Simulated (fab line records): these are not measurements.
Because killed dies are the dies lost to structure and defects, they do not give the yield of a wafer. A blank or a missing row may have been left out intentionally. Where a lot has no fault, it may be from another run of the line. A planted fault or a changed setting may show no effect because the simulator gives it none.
Chamber matching -- flow nand harc -- NHARC_A_BONDPAD_DESCUM_11 on rie diel-05: 4 sister chambers
The step chemistry O2, time 3 s. 14 wafers are shown with their chamber, then 7 later ones without.

== EACH WAFER AND ITS CHAMBER ==
wafer,chamber,drypump motor current A (A),oes product au (a.u.),throttle valve pct (%)
L545.1,2,5.73,1.009,11.314
L545.3,3,5.35,1.002,11.315
L545.4,1,5.39,1.004,11.294
L549.1,2,5.76,1.019,11.317
L549.3,0,5.72,0.985,11.314
L549.4,1,5.39,1.022,11.307
L550.1,3,5.35,0.995,11.300
L550.5,3,5.34,0.998,11.307
L550.6,2,5.76,1.019,11.322
L552.1,0,5.70,0.982,11.300
L552.3,2,5.73,1.019,11.316
L552.5,0,5.70,1.006,11.308
L560.2,3,5.30,0.997,11.303
L560.4,1,5.39,1.008,11.304

SIGNATURES (means of the wafers above)
reading,chamber 0,chamber 1,chamber 2,chamber 3,scatter within a chamber
drypump motor current A,5.7067,5.3900,5.7450,5.3350,0.0169
oes product au,0.99100,1.01133,1.01650,0.99800,0.00788
throttle valve pct,11.30733,11.30167,11.31725,11.30625,0.00594
Rule: a wafer's distance from a chamber is the root of the sum, over the readings, of the square of ((its reading less the chamber's mean) divided by the reading's scatter). If the next closest chamber is less than 2 further off than the closest, the wafer can't be placed; otherwise it belongs to the closest. The scatter is the square root of a quotient: the sum, over the shown wafers, of each reading's squared deviation from its chamber's mean, divided by wafers minus chambers.

== WAFERS MISSING THEIR CHAMBER ==
wafer,drypump motor current A (A),oes product au (a.u.),throttle valve pct (%)
L560.5,5.29,0.997,11.322
L559.2,5.40,1.020,11.312
L559.3,5.70,0.980,11.307
L559.6,5.32,0.987,11.324
L557.4,5.41,1.016,11.314
L557.5,5.43,1.018,11.304
L557.6,5.71,0.982,11.329

== WHICH CHAMBER EACH ONE RAN IN ==
wafer,from the rows above,in truth
L560.5,3,3
L559.2,1,1
L559.3,0,0
L559.6,3,3
L557.4,1,1
L557.5,1,1
L557.6,can't be placed: 0 or 2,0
6 of 7 placed correctly. Cannot be placed on the basis of these rows: 1; the candidates contain the true chamber in 1. Placed wrongly: 0.
